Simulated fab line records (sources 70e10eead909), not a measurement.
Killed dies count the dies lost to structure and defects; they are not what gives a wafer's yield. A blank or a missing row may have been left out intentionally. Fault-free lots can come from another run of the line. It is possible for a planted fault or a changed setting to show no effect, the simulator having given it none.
Chamber matching | flow nand harc | 4 sister chambers for NHARC_A_CONTACT_ETCH_49 on rie diel-02
The step etches the open film in N2/H2, target depth 260 nm, time 475.3 s. 14 wafers are shown with their chamber, then 6 later ones without.

== WAFERS PAIRED WITH THEIR CHAMBERS ==
wafer  | chamber | showerhead plenum p Torr (Torr) | drypump motor current A (A) | run length s (s)
L666.1 | 1       | 2.01                            | 5.3                         | 496.4
L666.2 | 3       | 1.97                            | 5.7                         | 496.2
L666.3 | 2       | 2.01                            | 5.3                         | 496.6
L669.2 | 0       | 2.10                            | 4.7                         | 495.6
L669.3 | 2       | 2.01                            | 5.4                         | 496.9
L669.5 | 1       | 2.01                            | 5.3                         | 496.5
L667.2 | 3       | 1.97                            | 5.7                         | 496.3
L667.3 | 0       | 2.10                            | 4.7                         | 495.6
L667.5 | 1       | 2.01                            | 5.4                         | 496.6
L668.1 | 3       | 1.97                            | 5.7                         | 496.2
L668.2 | 1       | 2.01                            | 5.3                         | 496.5
L668.3 | 0       | 2.10                            | 4.7                         | 496.0
L672.1 | 3       | 1.96                            | 5.7                         | 496.2
L672.2 | 1       | 2.01                            | 5.4                         | 496.4

SIGNATURES (means of the wafers above)
reading                  | chamber 0 | chamber 1 | chamber 2 | chamber 3 | scatter within a chamber
showerhead plenum p Torr | 2.1000    | 2.0100    | 2.0100    | 1.9675    | 0.00274
drypump motor current A  | 4.700     | 5.340     | 5.350     | 5.700     | 0.0412
run length s             | 495.733   | 496.480   | 496.750   | 496.225   | 0.137
Rule: distance of a wafer from a chamber = root of the sum over the readings of ((wafer's reading minus chamber's mean) / reading's scatter) squared. If the next closest chamber is less than 2 further off than the closest, the wafer can't be placed; otherwise it belongs to the closest. The scatter: take each reading less its chamber's mean, square it, sum over the shown wafers, divide by the number of wafers less the number of chambers, and take the root.

== WAFERS WHOSE CHAMBER IS MISSING ==
wafer  | showerhead plenum p Torr (Torr) | drypump motor current A (A) | run length s (s)
L672.4 | 2.01                            | 5.3                         | 496.7
L673.3 | 1.96                            | 5.7                         | 496.8
L673.5 | 2.10                            | 4.7                         | 495.7
L673.6 | 1.96                            | 5.7                         | 496.2
L678.1 | 1.96                            | 5.7                         | 496.4
L678.3 | 2.00                            | 5.4                         | 496.8

== WHICH CHAMBER EACH ONE RAN IN ==
wafer  | from the rows above     | in truth
L672.4 | can't be placed: 2 or 1 | 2
L673.3 | 3                       | 3
L673.5 | 0                       | 0
L673.6 | 3                       | 3
L678.1 | 3                       | 3
L678.3 | can't be placed: 2 or 1 | 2
Correct placement for 4 of the 6. Not placeable from these rows: 2 (in 2, the candidates include the true chamber). 0 placed wrongly.
